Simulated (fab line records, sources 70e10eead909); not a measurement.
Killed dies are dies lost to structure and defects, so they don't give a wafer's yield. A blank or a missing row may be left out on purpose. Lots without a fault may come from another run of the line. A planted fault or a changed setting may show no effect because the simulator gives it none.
Which tool did it? | flow nand_harc | 11 lots, 33 wafers sampled, at 2 steps of a route of 1302

WHAT THE GAUGES READ, wafer by wafer
NHARC_A_SGD_CUT_OVL_MEAS_10.
lot  | measured     | on         | overlay_x_nm (nm)
L794 | day 18 23:21 | overlay-01 | -1.2 -0.5 -0.6
L797 | day 20 02:44 | overlay-01 | -1.4 -1.1 -1.0
L800 | day 21 07:58 | overlay-02 | -0.8 -1.0 -0.7
L801 | day 22 06:58 | overlay-01 | -1.3 -0.4 -1.1
L802 | day 22 16:38 | overlay-01 | 1.3 1.6 1.6
L803 | day 22 17:37 | overlay-02 | 0.5 0.8 0.9
L811 | day 25 22:04 | overlay-02 | -0.6 -0.5 -0.9
L810 | day 25 22:22 | overlay-02 | 1.6 1.5 1.8
L813 | day 26 22:02 | overlay-01 | 0.8 1.4 0.6
L816 | day 27 21:22 | overlay-02 | 0.2 -0.5 -0.1
L817 | day 29 07:01 | overlay-01 | 0.0 -0.3 -0.6

WHICH TOOL RAN EACH LOT (tool, then ch and the chambers of the sampled wafers, then the start)
lot  | NHARC_A_STAIRCASE_ETCHBACK_422
L794 | rie_diel-01 ch 1,2,3, day 18 21:12
L797 | rie_diel-07 ch 0,2,3, day 20 00:39
L800 | rie_diel-06 ch 0,3, day 21 05:45
L801 | rie_diel-01 ch 0,2,3, day 22 04:52
L802 | rie_diel-01 ch 0,2,3, day 22 14:29
L803 | rie_diel-01 ch 1,2, day 22 15:32
L811 | rie_diel-07 ch 0,1,3, day 25 19:59
L810 | rie_diel-01 ch 0,1,3, day 25 20:08
L813 | rie_diel-01 ch 1,2,3, day 26 19:52
L816 | rie_diel-01 ch 0,1, day 27 19:13
L817 | rie_diel-01 ch 0,3, day 29 04:48
- NHARC_A_STAIRCASE_ETCHBACK_422: etches the open film in CH3F/O2, target depth 40 nm, time 74.286 s.

THE ANSWER, worked out from the rows above alone
Rule: what is usual is taken from the lots themselves. Put in order of their means at a reading, lots are off if they are a third of the lots or fewer, leave a main group of 4 or more, and stand apart from it by a gap of 3 or more times the standard deviation of the main group's means; of several such gaps the widest counts. A main group whose means are all the same, to the digits that the tables above print for the reading, isn't used. A lot without any number at a reading at which 4 lots or more have one is off too. The other lots that the step has rows for count as sound.
No lot is off at any reading shown: from this, nothing can be told.

WHAT THE SIMULATOR HAD PUT IN
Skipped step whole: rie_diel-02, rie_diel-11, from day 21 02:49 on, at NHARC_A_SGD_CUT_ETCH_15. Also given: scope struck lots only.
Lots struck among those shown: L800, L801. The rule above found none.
